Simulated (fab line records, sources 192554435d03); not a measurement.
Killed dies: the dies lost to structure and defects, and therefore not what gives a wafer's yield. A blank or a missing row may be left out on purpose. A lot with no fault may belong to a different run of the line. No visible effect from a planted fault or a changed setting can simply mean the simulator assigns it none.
fab line records	flow n5-finfet
record: lots: 7	wafers: 19	last-day: 18
route steps=1938 shown DUMMY_REMOVAL@383 HKMG_FIN@385 PASSIVATION@1936
lots that met no fault: from a run of the same line without faults
start-h: hours from the record's opening day to when the first of the lot's shown wafers began	wait-h: hours from the lot's prior step to this one	" as in the row above	L1.1+2: one row covering several wafers at once	- no value present, or no start provided	* or withheld: withheld	< > ~ a bound
route shown NAME@n: a module of which the file shows steps, and the number in the route of the first	usual: the fault-free wafers' mean and standard deviation	same: alike in all rows	chamber/n: place in a boat	sites: each site's reading	_std_site: standard deviation across them	_edge_site: inner sites' mean taken away from outer sites' mean	radius-mm: for every site, how far away it sits from the centre of the wafer	mask NAME#n: copy n	behind: the last tool/chamber to shape the wafer	hold: why the lot went on hold/how many hours it stayed there/how the hold came to an end	device: transistor that didn't switch, given as n, p or np	end of line: the tests these same wafers got at the end of their route	step lacking rows: just its recipe	killed: dies lost to structure and defects at the first sort, not the wafer's yield	map: shows each die of a wafer: x if killed, . if not, _ if none is there
set.NAME: the setting the step ran with; set.NAME@STEP: the setting that earlier step ran with	model.NAME: the simulator's own value behind a step, which no gauge read
lots at selected steps of the route; one table per step, one row per wafer
services: when a tool's chamber went out of use (start-h, in hours from the record's first day, below 0 if earlier), for how many hours, and the reason
== steps ==
step: N5_DUMMY_REMOVAL_PRECLEAN_04
recipe: chemistry: DHF	time-s: 37	temp-c: 25	dilution: 500:1
step: N5_DUMMY_REMOVAL_SRD_05
recipe: dry: ipa-marangoni	do-ppb: 5	time-s: 30	temp-c: 23	rinse-liquid: diw
step: N5_HKMG_FIN_IL_REGROW_00
recipe: material: SiO2	target-thk-a: 7.5	chemistry: O3	temp-c: withheld	time-s: 30
step: N5_HKMG_FIN_HK_ALD_01
recipe: material: HfO2	target-thk-a: 16	temp-c: withheld	ald-precursor-family: HfCl4	ald-co-reactant: H2O	pulse-time-s: 3	purge-time-s: 3	co-reactant-purge-time-s: 2.5	co-reactant-pulse-time-s: 0.3	ald-cycles: 30
step: N5_HKMG_FIN_HK_ANNEAL_02
recipe: temp-c: 700	time-s: 30	ambient: N2	idle-temp-c: 600	ramp-up-c-per-s: 150	ramp-down-c-per-s: 60	cool-to-c: 600
usual: lamp-power-pct: 8.80/0.055	lamp_zone_2_pct: 8.798/0.0098	lamp_zone_4_pct: 8.795/0.0095	lamp_zone_5_pct: 8.799/0.0082	wafer_temp_C_max: 703.0/0.71
lot.wafer	tool	chamber	start-h	wait-h	lamp-power-pct	lamp_zone_2_pct	lamp_zone_4_pct	lamp_zone_5_pct	wafer_temp_C_max
L169.2	rtp-anneal-02	0	82.75	0.1	8.86	8.801	8.793	8.786	703.5
L169.3	"	0	"	"	8.79	8.794	8.797	8.790	702.5
L169.5	"	0	"	"	8.75	8.788	8.792	8.795	702.8
L173.2	rtp-anneal-02	0	109.88	0.3	8.70	8.809	8.810	8.805	702.4
L173.4	"	0	"	"	8.83	8.799	8.775	8.793	701.8
L173.6	"	0	"	"	8.82	8.788	8.798	8.793	703.2
L175.2	rtp-anneal-02	0	118.62	0.1	8.81	8.792	8.803	8.797	702.0
L175.3	"	0	"	"	8.79	8.794	8.805	8.785	703.0
L177.1	rtp-anneal-02	0	133.27	0.2	8.76	8.792	8.802	8.808	703.7
L177.3	"	0	"	"	8.70	8.795	8.794	8.811	702.8
L177.4	"	0	"	"	8.89	8.828	8.806	8.799	702.1
L178.3	rtp-anneal-01	0	137.66	0.2	8.77	8.807	8.803	8.779	703.2
L178.4	"	0	"	"	8.83	8.808	8.783	8.804	702.1
L187.1	rtp-anneal-02	0	190.48	0.3	8.80	8.808	8.789	8.808	702.1
L187.2	"	0	"	"	8.78	8.796	8.791	8.801	702.2
L187.4	"	0	"	"	8.81	8.789	8.802	8.802	703.0
L188.1	rtp-anneal-02	0	198.79	0.1	8.79	8.791	8.792	8.791	703.2
L188.3	"	0	"	"	8.82	8.809	8.813	8.808	701.8
L188.4	"	0	"	"	8.75	8.805	8.800	8.794	702.9
step: N5_HKMG_FIN_ALD_74
recipe: material: La2O3	target-thk-a: 5	temp-c: 250	ald-precursor-family: La-Cp	ald-co-reactant: O3	pulse-time-s: 6	co-reactant-pulse-time-s: 1	purge-time-s: 3	co-reactant-purge-time-s: 3
usual: heater-power-w: 364/45	precursor-pulse-height-rel: 0.998/0.02
same: pulse-time-s: 6
lot.wafer	tool	chamber	start-h	wait-h	heater-power-w	precursor-pulse-height-rel	since-wet-clean-h
L169.2	ald-hk-02	2	82.95	0.2	318	0.989	1859
L169.3	"	3	"	"	401	0.945	1859
L169.5	"	3	"	"	395	1.007	-
L173.2	ald-hk-01	1	110.07	0.2	292	0.974	80
L173.4	"	2	"	"	370	0.988	80
L173.6	"	1	"	"	299	1.001	-
L175.2	ald-hk-01	0	118.80	0.2	326	0.995	89
L175.3	"	3	"	"	282	1.022	89
L177.1	ald-hk-02	1	133.49	0.2	355	1.003	1910
L177.3	"	3	"	"	395	0.993	1910
L177.4	"	2	"	"	322	1.024	1910
L178.3	ald-hk-03	0	137.82	0.1	397	1.004	1018
L178.4	"	2	"	"	383	0.993	1018
L187.1	ald-hk-02	0	190.70	0.2	350	0.964	1967
L187.2	"	3	"	"	395	1.029	1967
L187.4	"	2	"	"	333	0.994	1967
L188.1	ald-hk-03	2	199.00	0.2	389	1.019	1079
L188.3	"	1	"	"	434	0.996	1079
L188.4	"	3	"	"	395	0.990	1079
step: N5_HKMG_FIN_ALD_75
recipe: material: Al2O3	target-thk-a: 10	temp-c: 150	ald-precursor-family: TMA	ald-co-reactant: H2O	pulse-time-s: withheld	co-reactant-pulse-time-s: 1
usual: heater-power-w: 157/19	precursor-pulse-height-rel: 0.998/0.018
lot.wafer	tool	chamber	start-h	wait-h	heater-power-w	precursor-pulse-height-rel
L169.2	ald-hk-02	2	83.02	0.0	138	1.001
L169.3	"	3	"	"	170	0.971
L169.5	"	3	"	"	171	0.988
L173.2	ald-hk-01	1	110.15	0.0	125	1.007
L173.4	"	2	"	"	160	1.002
L173.6	"	1	"	"	124	1.004
L175.2	ald-hk-01	0	118.88	0.0	137	1.005
L175.3	"	3	"	"	124	1.001
L177.1	ald-hk-02	1	133.56	0.0	152	0.990
L177.3	"	3	"	"	172	1.013
L177.4	"	2	"	"	138	0.999
L178.3	ald-hk-03	0	137.89	0.0	171	0.988
L178.4	"	2	"	"	173	1.005
L187.1	ald-hk-02	0	190.77	0.0	150	0.998
L187.2	"	3	"	"	169	1.003
L187.4	"	2	"	"	140	1.013
L188.1	ald-hk-03	2	199.08	0.0	164	0.964
L188.3	"	1	"	"	191	1.031
L188.4	"	3	"	"	165	0.990
step: N5_HKMG_FIN_COAT_41
recipe: resist: SOC	temp-c: 250	time-s: 60	spin-rpm: 1500	resist-thk-nm: 300
step: N5_HKMG_FIN_COAT_42
recipe: resist: SiARC	temp-c: 220	time-s: 60	spin-rpm: 1500	resist-thk-nm: 35
step: N5_HKMG_FIN_COAT_43
recipe: resist: CAR-ArF	spin-rpm: 1500	resist-thk-nm: 90
step: N5_HKMG_FIN_EBR_45
recipe: solvent: PGMEA	ebr-width-mm: 1.5
step: N5_HKMG_FIN_SOFTBAKE_44
recipe: temp-c: 110	time-s: 60	resist: CAR-ArF
step: N5_HKMG_FIN_EXPOSE_46
recipe: mask-id: NDIPOLE	na: 1.35	source-shape: conventional	sigma-outer: 0.8	polarization: unpolarized	dose-mj: 40
usual: reticle-temp-C: 23.00/0.11	stage-vel-mm-s: 500.02/0.24
lot.wafer	tool	chamber	start-h	wait-h	mask	reticle-temp-C	stage-vel-mm-s
L169.2	arfi-scanner-01	0	83.24	-	NDIPOLE#0	22.99	500.43
L169.3	"	0	"	"	NDIPOLE#0	23.11	499.84
L169.5	"	0	"	"	NDIPOLE#0	22.93	500.18
L173.2	arfi-scanner-01	0	110.37	-	NDIPOLE#0	23.08	499.64
L173.4	"	0	"	"	NDIPOLE#0	22.90	499.96
L173.6	"	0	"	"	NDIPOLE#0	22.90	499.71
L175.2	arfi-scanner-01	0	119.22	-	NDIPOLE#0	22.97	500.42
L175.3	"	0	"	"	NDIPOLE#0	22.95	500.05
L177.1	arfi-scanner-01	0	133.91	-	NDIPOLE#0	23.00	500.05
L177.3	"	0	"	"	NDIPOLE#0	22.93	500.36
L177.4	"	0	"	"	NDIPOLE#0	23.10	500.26
L178.3	arfi-scanner-01	0	138.12	-	NDIPOLE#0	22.98	499.75
L178.4	"	0	"	"	NDIPOLE#0	23.06	500.04
L187.1	arfi-scanner-03	0	191.13	-	NDIPOLE#0	22.87	499.91
L187.2	"	0	"	"	NDIPOLE#0	23.10	500.20
L187.4	"	0	"	"	NDIPOLE#0	22.96	500.19
L188.1	arfi-scanner-02	0	199.42	-	NDIPOLE#0	23.00	499.91
L188.3	"	0	"	"	NDIPOLE#0	22.95	500.19
L188.4	"	0	"	"	NDIPOLE#0	23.02	499.86
step: N5_HKMG_FIN_PEB_47
recipe: peb-temp-c: withheld	peb-time-s: 60	resist: CAR-ArF
step: N5_HKMG_FIN_DEVELOP_48
recipe: develop-time-s: 30	developer: TMAH	resist: CAR-ArF	rinse-liquid: diw	dry: air-spin	dev-temp-c: 23
step: N5_HKMG_FIN_CD_MEAS_49
recipe: target-cd-nm: 202	landing-energy-ev: 500	detector: se-inlens	polarity: opening
usual: cd-nm: 202.2/0.66
lot.wafer	tool	chamber	start-h	wait-h	cd-nm
L169.2	cd-sem-03	0	83.37	-	202.1
L169.3	"	0	"	"	203.2
L169.5	"	0	"	"	203.0
L173.2	cd-sem-03	0	110.49	-	202.8
L173.4	"	0	"	"	202.4
L173.6	"	0	"	"	201.6
L175.2	cd-sem-03	0	119.34	-	201.2
L175.3	"	0	"	"	213.4
L177.1	cd-sem-02	0	134.03	-	203.1
L177.3	"	0	"	"	214.8
L177.4	"	0	"	"	214.5
L178.3	cd-sem-02	0	138.24	-	215.0
L178.4	"	0	"	"	215.9
L187.1	cd-sem-01	0	191.26	-	202.1
L187.2	"	0	"	"	202.2
L187.4	"	0	"	"	202.5
L188.1	cd-sem-01	0	199.55	-	201.5
L188.3	"	0	"	"	202.1
L188.4	"	0	"	"	202.8
step: N5_HKMG_FIN_OVL_MEAS_50
recipe: points-per-wafer: 44
usual: NDIPOLE_OVL: 0.4/0.74
lot.wafer	tool	chamber	start-h	wait-h	NDIPOLE_OVL[nm]
L169.2	overlay-02	0	83.40	0.0	1.0
L169.3	"	0	"	"	0.8
L169.5	"	0	"	"	-0.2
L173.2	overlay-02	0	110.52	0.0	-0.9
L173.4	"	0	"	"	-1.0
L173.6	"	0	"	"	-0.9
L175.2	overlay-01	0	119.37	0.0	0.4
L175.3	"	0	"	"	0.2
L177.1	overlay-01	0	134.06	0.0	0.1
L177.3	"	0	"	"	-1.0
L177.4	"	0	"	"	0.1
L178.3	overlay-01	0	138.27	0.0	0.1
L178.4	"	0	"	"	0.8
L187.1	overlay-02	0	191.29	0.0	0.7
L187.2	"	0	"	"	1.1
L187.4	"	0	"	"	0.5
L188.1	overlay-01	0	199.58	0.0	1.0
L188.3	"	0	"	"	0.2
L188.4	"	0	"	"	0.3
step: N5_HKMG_FIN_INSPECT_61
recipe: mode: adi	inspect-instrument: macro
usual: raw-defect-count: 1.9/1.3
lot.wafer	tool	chamber	start-h	wait-h	raw-defect-count
L169.2	defect-inspect-02	-	83.42	0.0	0
L169.3	"	-	"	"	2
L169.5	"	-	"	"	1
L173.2	defect-inspect-01	-	110.54	0.0	3
L173.4	"	-	"	"	2
L173.6	"	-	"	"	0
L175.2	defect-inspect-02	-	119.40	0.0	1
L175.3	"	-	"	"	2
L177.1	defect-inspect-01	-	134.08	0.0	3
L177.3	"	-	"	"	2
L177.4	"	-	"	"	2
L178.3	defect-inspect-01	-	138.29	0.0	2
L178.4	"	-	"	"	2
L187.1	defect-inspect-02	-	191.31	0.0	0
L187.2	"	-	"	"	1
L187.4	"	-	"	"	4
L188.1	defect-inspect-02	-	199.60	0.0	2
L188.3	"	-	"	"	2
L188.4	"	-	"	"	0
step: N5_HKMG_FIN_DESCUM_53
recipe: chemistry: O2	time-s: 7.9	source-power-w: 50	bias-power-w: 20	pressure-mtorr: 20	rf-frequency-hz: 2.712e+07	temp-c: 40	resist: CAR-ArF	o2-flow-sccm: 225
usual: bias-power-w: 19.99/0.051	drypump-motor-current-A: 5.5/0.39	oes-product-au: 0.76/0.057	rf-vpp-V: 243.2/1.4	showerhead-plenum-p-Torr: 2.09/0.075	throttle-valve-pct: 20.57/0.27
lot.wafer	tool	chamber	start-h	wait-h	bias-power-w	drypump-motor-current-A	oes-product-au	rf-hours-counter-h	rf-vpp-V	showerhead-plenum-p-Torr	throttle-valve-pct
L169.2	rie-diel-06	1	83.59	0.2	19.97	5.2	0.70	230	242.6	2.05	20.41
L169.3	"	3	"	"	19.99	5.9	0.79	132	242.0	2.01	20.43
L169.5	"	2	"	"	20.05	5.1	0.72	-	244.2	2.16	20.35
L173.2	rie-diel-01	2	110.90	0.4	19.94	5.7	0.82	75	243.3	2.12	20.57
L173.4	"	1	"	"	19.98	5.8	0.99	4	243.9	2.13	20.21
L173.6	"	2	"	"	20.02	5.7	0.83	-	243.8	2.12	20.57
L175.2	rie-diel-02	3	119.43	0.0	20.10	5.1	0.75	160	245.1	2.19	20.95
L175.3	"	0	"	"	19.97	6.2	0.79	133	241.9	2.01	20.24
L177.1	rie-diel-02	1	134.12	0.0	19.99	5.2	0.77	129	243.7	2.11	20.49
L177.3	"	0	"	"	20.07	6.1	0.78	138	242.2	2.01	20.24
L177.4	"	3	"	"	20.01	5.1	0.75	165	244.2	2.19	20.96
L178.3	rie-diel-02	1	138.32	0.0	20.00	5.2	0.78	131	244.7	2.11	20.51
L178.4	"	3	"	"	20.02	5.1	0.75	166	243.6	2.19	20.93
L187.1	rie-diel-02	1	191.35	0.0	20.04	5.2	0.77	148	243.2	2.11	20.55
L187.2	"	0	"	"	20.01	6.2	0.77	159	243.0	2.00	20.27
L187.4	"	3	"	"	19.99	5.1	0.73	185	243.5	2.18	20.98
L188.1	rie-diel-06	2	199.64	0.0	20.02	5.1	0.70	210	244.3	2.14	20.41
L188.3	"	0	"	"	19.99	5.2	0.70	213	244.5	2.18	20.95
L188.4	"	3	"	"	20.09	5.9	0.75	-	241.3	1.99	20.50
step: N5_HKMG_FIN_ETCH_54
recipe: chemistry: CF4	target: SiARC	target-depth-a: 455	mask-material: CAR-ArF	time-s: 75.8	ion-energy-ev: 80	pressure-mtorr: 40	source-w: 545	bias-w: 36	Ar_flow_sccm: 100	cf4-flow-sccm: 100	ends: cleared
usual: drypump-motor-current-A: 5.5/0.39	etch-rf-on-time-s: 75.9/0.93	oes-product-au: 0.65/0.046	rf-vpp-V: 184.1/1.2	showerhead-plenum-p-Torr: 2.14/0.065	throttle-valve-pct: 15.77/0.2
lot.wafer	tool	chamber	start-h	wait-h	drypump-motor-current-A	etch-rf-on-time-s	oes-product-au	rf-hours-counter-h	rf-vpp-V	showerhead-plenum-p-Torr	throttle-valve-pct	model.HKMG_FIN.cd-offset-nm
L169.2	rie-diel-06	1	83.62	0.0	5.2	76.4	0.60	230	184.8	2.13	15.83	0.6
L169.3	"	3	"	"	5.9	76.2	0.67	132	182.9	2.08	15.70	1.4
L169.5	"	2	"	"	5.1	76.3	0.62	-	184.0	2.22	15.69	1
L173.2	rie-diel-01	2	110.94	0.0	5.7	75.1	0.71	75	184.4	2.16	15.68	0.8
L173.4	"	1	"	"	5.7	75.3	0.83	4	183.8	2.19	15.46	0.2
L173.6	"	2	"	"	5.6	75.9	0.71	-	184.8	2.17	15.67	-0.2
L175.2	rie-diel-02	3	119.47	0.0	5.1	75.4	0.65	160	186.5	2.22	15.96	-0.6
L175.3	"	0	"	"	6.1	75.0	0.67	133	182.8	2.07	15.51	11.6
L177.1	rie-diel-02	1	134.15	0.0	5.2	76.3	0.65	129	183.8	2.15	15.62	1
L177.3	"	0	"	"	6.2	76.3	0.67	138	184.3	2.07	15.52	12.6
L177.4	"	3	"	"	5.1	76.5	0.64	165	186.0	2.22	15.95	11.8
L178.3	rie-diel-02	1	138.36	0.0	5.2	75.7	0.66	131	183.1	2.15	15.60	12.6
L178.4	"	3	"	"	5.1	75.9	0.64	166	186.3	2.22	15.97	13.2
L187.1	rie-diel-02	1	191.38	0.0	5.2	75.2	0.65	148	184.5	2.15	15.66	-0.2
L187.2	"	0	"	"	6.1	75.0	0.65	159	182.7	2.06	15.57	0.2
L187.4	"	3	"	"	5.1	75.2	0.63	185	184.3	2.21	16.01	0
L188.1	rie-diel-06	2	199.67	0.0	5.1	76.7	0.59	210	184.2	2.21	15.78	0
L188.3	"	0	"	"	5.2	77.9	0.60	213	183.8	2.21	16.04	0
L188.4	"	3	"	"	5.9	75.4	0.63	-	183.6	2.06	15.80	1.2
step: N5_HKMG_FIN_ETCH_55
recipe: chemistry: N2/H2	target: SOC	target-depth-a: 2400	temp-c: 40	time-s: 300	ion-energy-ev: 200	mask-material: SiARC	pressure-mtorr: 30	source-w: 840	bias-w: 150	n2-flow-sccm: 200	h2-flow-sccm: 200
usual: drypump-motor-current-A: 5.5/0.39	oes-product-au: 0.76/0.055	rf-vpp-V: 523.7/2.6	showerhead-plenum-p-Torr: 2.54/0.087	throttle-valve-pct: 17.99/0.23
lot.wafer	tool	chamber	start-h	wait-h	drypump-motor-current-A	oes-product-au	rf-hours-counter-h	rf-vpp-V	showerhead-plenum-p-Torr	throttle-valve-pct
L169.2	rie-diel-06	1	83.68	0.0	5.2	0.71	230	522.9	2.50	17.94
L169.3	"	3	"	"	5.9	0.78	133	520.8	2.46	18.04
L169.5	"	2	"	"	5.1	0.72	-	525.6	2.64	17.85
L173.2	rie-diel-01	2	110.99	0.0	5.6	0.83	75	526.3	2.57	18.01
L173.4	"	1	"	"	5.8	0.99	4	527.0	2.59	17.54
L173.6	"	2	"	"	5.7	0.83	-	524.9	2.57	18.02
L175.2	rie-diel-02	3	119.52	0.0	5.1	0.76	160	526.6	2.66	18.39
L175.3	"	0	"	"	6.1	0.79	133	521.6	2.44	17.73
L177.1	rie-diel-02	1	134.21	0.0	5.2	0.77	129	522.2	2.56	17.81
L177.3	"	0	"	"	6.1	0.78	138	520.8	2.44	17.74
L177.4	"	3	"	"	5.1	0.75	165	527.4	2.66	18.39
L178.3	rie-diel-02	1	138.41	0.0	5.3	0.77	131	523.7	2.56	17.82
L178.4	"	3	"	"	5.1	0.75	166	526.6	2.66	18.39
L187.1	rie-diel-02	1	191.44	0.0	5.3	0.75	148	523.1	2.55	17.83
L187.2	"	0	"	"	6.2	0.77	159	520.1	2.43	17.77
L187.4	"	3	"	"	5.1	0.73	185	527.0	2.65	18.42
L188.1	rie-diel-06	2	199.73	0.0	5.1	0.69	211	525.8	2.62	17.93
L188.3	"	0	"	"	5.2	0.70	213	527.3	2.61	18.12
L188.4	"	3	"	"	5.9	0.74	-	520.2	2.44	18.09
step: N5_PASSIVATION_PROBE_49
usual: killed_at_M0_to_M3: 35/12	killed_at_M4_up: 13/5.8	killed-at-contacts: 12/5.5	killed-at-front-end: 36/9.9	killed-at-other: 4/3.7	killed-dies: 101/18	killed-open: 66/13	killed-short: 33/8
same: gross-dies: 1180	killed-at-back-side: 0
lot.wafer	tool	chamber	start-h	wait-h	killed_at_M0_to_M3	killed_at_M4_up	killed-at-contacts	killed-at-front-end	killed-at-other	killed-dies	killed-open	killed-short
L169.2	prober-01	-	290.79	0.1	13	6	13	60	5	97	71	26
L169.3	prober-01	-	290.84	0.1	35	9	16	42	6	108	71	29
L169.5	prober-01	-	290.94	0.2	24	18	11	35	5	93	62	31
L173.2	prober-02	-	325.81	0.1	15	10	16	39	5	85	65	19
L173.4	prober-02	-	325.91	0.2	36	19	16	46	5	122	94	28
L173.6	prober-02	-	326.01	0.3	31	17	11	32	3	94	67	27
L175.2	prober-02	-	330.43	0.1	38	17	6	56	5	122	78	41
L175.3	prober-02	-	330.48	0.1	25	19	10	35	4	93	57	34
L178.3	prober-02	-	365.12	0.1	30	9	15	36	10	100	67	31
L178.4	prober-02	-	365.17	0.2	26	12	13	41	11	103	64	37
L177.1	prober-01	-	370.15	0.0	43	21	13	35	5	117	76	39
L177.3	prober-01	-	370.25	0.1	49	12	15	33	7	116	67	47
L177.4	prober-01	-	370.30	0.2	38	19	14	36	1	108	70	37
L188.1	prober-01	-	417.73	0.0	24	13	13	42	8	100	67	31
L188.3	prober-01	-	417.83	0.1	36	17	10	20	2	85	58	25
L188.4	prober-01	-	417.88	0.2	24	12	13	39	1	89	53	29
L187.1	prober-02	-	429.48	0.0	31	5	10	38	2	86	54	28
L187.2	prober-02	-	429.53	0.1	31	7	7	28	0	73	42	30
L187.4	prober-02	-	429.63	0.2	27	6	12	43	3	91	58	31
killed by level:class
L169.2 FIN_SAQP:geometric-particle:open=25 MOL_CONTACT_COAG:geometric-particle:open=9 FIN_SAQP:geometric-particle:short=8 STI_FIN_REVEAL:geometric-particle:open=5 DUMMY_GATE:geometric-particle:open=5 BEOL_M3:geometric-particle:open=5 MOL_CONTACT_COAG:geometric-particle:short=4 GATE_CUT:geometric-particle:open=4
L169.3 MOL_CONTACT_COAG:geometric-particle:open=14 BEOL_M0_SAQP:geometric-particle:open=12 BEOL_M0_SAQP:geometric-particle:short=9 HKMG_FIN:area-etch=8 FIN_SAQP:geometric-particle:short=6 FIN_SAQP:geometric-particle:open=6 STI_FIN_REVEAL:geometric-particle:open=5 BEOL_M2:geometric-particle:open=5
L169.5 FIN_SAQP:geometric-particle:open=11 MOL_CONTACT_COAG:geometric-particle:open=11 FIN_SAQP:geometric-particle:short=9 BEOL_M4:geometric-particle:open=7 BEOL_M0_SAQP:geometric-particle:short=6 BEOL_M0_SAQP:geometric-particle:open=6 STI_FIN_REVEAL:geometric-particle:open=5 DUMMY_GATE:geometric-particle:open=4
L173.2 MOL_CONTACT_COAG:geometric-particle:open=16 FIN_SAQP:geometric-particle:open=7 STI_FIN_REVEAL:geometric-particle:open=6 BEOL_M3:geometric-particle:open=6 BEOL_M4:geometric-particle:open=6 STARTING-WAFER:geometric-particle:open=5 DUMMY_GATE:geometric-particle:open=4 ILD0:geometric-particle:open=4
L173.4 STI_FIN_REVEAL:geometric-particle:open=16 MOL_CONTACT_COAG:geometric-particle:open=14 BEOL_M3:geometric-particle:open=10 FIN_SAQP:geometric-particle:open=7 DUMMY_GATE:geometric-particle:open=7 BEOL_M0_SAQP:geometric-particle:short=7 BEOL_M1:geometric-particle:open=7 BEOL_M0_SAQP:geometric-particle:open=6
L173.6 MOL_CONTACT_COAG:geometric-particle:open=10 BEOL_M4:geometric-particle:open=10 BEOL_M3:geometric-particle:open=9 BEOL_M0_SAQP:geometric-particle:short=8 DUMMY_GATE:geometric-particle:open=8 STI_FIN_REVEAL:geometric-particle:open=7 FIN_SAQP:geometric-particle:open=5 BEOL_M1:geometric-particle:open=4
L175.2 STI_FIN_REVEAL:geometric-particle:open=27 BEOL_M0_SAQP:geometric-particle:open=12 BEOL_M0_SAQP:geometric-particle:short=11 STI_FIN_REVEAL:geometric-particle:short=8 DUMMY_GATE:geometric-particle:open=5 MOL_CONTACT_COAG:geometric-particle:open=4 BEOL_M2:geometric-particle:open=4 BEOL_M3:geometric-particle:open=4
L175.3 MOL_CONTACT_COAG:geometric-particle:open=8 BEOL_M4:geometric-particle:open=8 FIN_SAQP:geometric-particle:short=7 DUMMY_GATE:geometric-particle:open=6 BEOL_M0_SAQP:geometric-particle:open=5 BEOL_M0_SAQP:geometric-particle:short=5 BEOL_M2:geometric-particle:open=5 FIN_SAQP:geometric-particle:open=4
L178.3 MOL_CONTACT_COAG:geometric-particle:open=14 BEOL_M0_SAQP:geometric-particle:short=12 FIN_SAQP:geometric-particle:open=9 BEOL_M1:geometric-particle:open=7 BEOL_M4:geometric-particle:open=5 BEOL_M0:geometric-particle:open=5 STI_FIN_REVEAL:geometric-particle:open=4 STARTING-WAFER:geometric-particle:open=4
L178.4 MOL_CONTACT_COAG:geometric-particle:open=11 BEOL_M0_SAQP:geometric-particle:short=10 STI_FIN_REVEAL:geometric-particle:open=8 BEOL_M4:geometric-particle:open=7 BEOL_M0:geometric-particle:open=5 STARTING-WAFER:geometric-particle:open=5 STI_FIN_REVEAL:geometric-particle:short=4 BEOL_M0_SAQP:geometric-particle:open=4
L177.1 BEOL_M4:geometric-particle:open=16 MOL_CONTACT_COAG:geometric-particle:open=11 BEOL_M0_SAQP:geometric-particle:short=9 BEOL_M0_SAQP:geometric-particle:open=9 STI_FIN_REVEAL:geometric-particle:open=6 BEOL_M0:geometric-particle:open=6 DUMMY_GATE:geometric-particle:open=5 BEOL_M1:geometric-particle:open=5
L177.3 BEOL_M0_SAQP:geometric-particle:open=14 BEOL_M0_SAQP:geometric-particle:short=14 MOL_CONTACT_COAG:geometric-particle:open=11 BEOL_M4:geometric-particle:open=7 FIN_SAQP:geometric-particle:short=5 BEOL_M2:geometric-particle:open=5 FIN_SAQP:geometric-particle:open=4 DUMMY_GATE:geometric-particle:open=4
L177.4 MOL_CONTACT_COAG:geometric-particle:open=11 BEOL_M0_SAQP:geometric-particle:short=10 BEOL_M0_SAQP:geometric-particle:open=9 BEOL_M4:geometric-particle:open=9 BEOL_M1:geometric-particle:open=9 DUMMY_GATE:geometric-particle:open=7 GATE_CUT:geometric-particle:short=7 STI_FIN_REVEAL:geometric-particle:open=5
L188.1 MOL_CONTACT_COAG:geometric-particle:open=12 STI_FIN_REVEAL:geometric-particle:open=8 BEOL_M4:geometric-particle:open=8 BEOL_M2:geometric-particle:open=7 GATE_CUT:geometric-particle:open=6 DUMMY_GATE:geometric-particle:open=4 BEOL_M0_SAQP:geometric-particle:short=4 GATE_CUT:geometric-particle:short=4
L188.3 MOL_CONTACT_COAG:geometric-particle:open=10 STI_FIN_REVEAL:geometric-particle:open=8 BEOL_M0_SAQP:geometric-particle:short=6 BEOL_M1:geometric-particle:open=6 BEOL_M1:geometric-particle:short=5 BEOL_M2:geometric-particle:open=5 BEOL_M4:geometric-particle:open=5 BEOL_M0_SAQP:geometric-particle:open=4
L188.4 MOL_CONTACT_COAG:geometric-particle:open=12 BEOL_M0_SAQP:geometric-particle:short=7 HKMG_FIN:area-etch=7 BEOL_M1:geometric-particle:open=5 GATE_CUT:geometric-particle:open=5 BEOL_M4:geometric-particle:open=5 DUMMY_GATE:geometric-particle:open=4 STARTING-WAFER:geometric-particle:short=4
L187.1 MOL_CONTACT_COAG:geometric-particle:open=10 BEOL_M2:geometric-particle:open=10 FIN_SAQP:geometric-particle:open=7 BEOL_M0_SAQP:geometric-particle:short=7 FIN_SAQP:geometric-particle:short=6 BEOL_M0_SAQP:geometric-particle:open=6 STI_FIN_REVEAL:geometric-particle:open=4 ILD0:geometric-particle:short=4
L187.2 BEOL_M0_SAQP:geometric-particle:short=12 FIN_SAQP:geometric-particle:open=8 DUMMY_GATE:geometric-particle:open=6 BEOL_M3:geometric-particle:open=6 MOL_CONTACT_COAG:geometric-particle:open=5 FIN_SAQP:geometric-particle:short=4 BEOL_M0_SAQP:geometric-particle:open=4 GATE_CUT:geometric-particle:open=3
L187.4 FIN_SAQP:geometric-particle:open=10 MOL_CONTACT_COAG:geometric-particle:open=10 BEOL_M0_SAQP:geometric-particle:short=9 FIN_SAQP:geometric-particle:short=7 DUMMY_GATE:geometric-particle:open=5 STI_FIN_REVEAL:geometric-particle:open=5 BEOL_M0_SAQP:geometric-particle:open=5 STARTING-WAFER:geometric-particle:open=5
== services ==
tool	chamber	start-h	hours	kind
arfi-scanner-01	-	59.28	8.5	repair
arfi-scanner-02	-	60.74	2.5	repair
arfi-scanner-03	-	63.22	1.0	pm
arfi-scanner-02	-	64.22	1.3	pm
arfi-scanner-01	-	73.31	3.9	repair
rie-diel-01	2	84.59	4.7	repair
rie-diel-02	0	92.12	4.1	repair
rie-diel-06	3	93.50	2.2	repair
arfi-scanner-02	-	97.32	1.0	pm
arfi-scanner-02	-	100.76	0.8	pm
arfi-scanner-02	-	103.01	4.5	repair
arfi-scanner-02	-	109.44	3.9	pm
arfi-scanner-02	-	114.53	0.2	repair
arfi-scanner-02	-	115.28	4.9	pm
arfi-scanner-03	-	115.48	0.8	pm
arfi-scanner-01	-	119.36	1.0	pm
arfi-scanner-01	-	123.54	1.3	pm
ald-hk-02	-	159.25	1.0	repair
ald-hk-02	-	172.69	0.7	repair
rie-diel-02	2	173.19	5.9	repair
rie-diel-06	1	176.21	35.1	repair
rie-diel-02	-	182.74	0.5	repair
arfi-scanner-01	-	190.18	0.8	pm
rie-diel-02	2	192.53	6.0	repair
== key ==
first-sign: step: N5_HKMG_FIN_CD_MEAS_49	reading: cd-nm	direction: up	sigmas: 19	usual: 202.2	struck: 214.7
effect none on later readings
model-effect: step: N5_HKMG_FIN_ETCH_54	value: HKMG_FIN.cd-offset-nm	without: -0.16	struck: 12.36
met-at N5_HKMG_FIN_EXPOSE_46
struck-wafers L175.3,L177.3,L177.4,L178.3,L178.4
tester-left-out L175,L177,L178
onset-between 110.37 119.22
fault: kind: process-parameter-drift	tool: arfi-scanner-01	chamber: -	onset-h: 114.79	steps: N5_HKMG_FIN_EXPOSE_46	channel: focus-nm	offset: 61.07	shape: step	end-h: 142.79	scope: struck-wafers-only
tester-left-out: of these lots the tester's yield and bins aren't shown, on N5 and GAA mostly nor the transistor test; their killed dies are dies lost to structure and defects alone, not to doping, threshold or leakage, so they don't give the yield
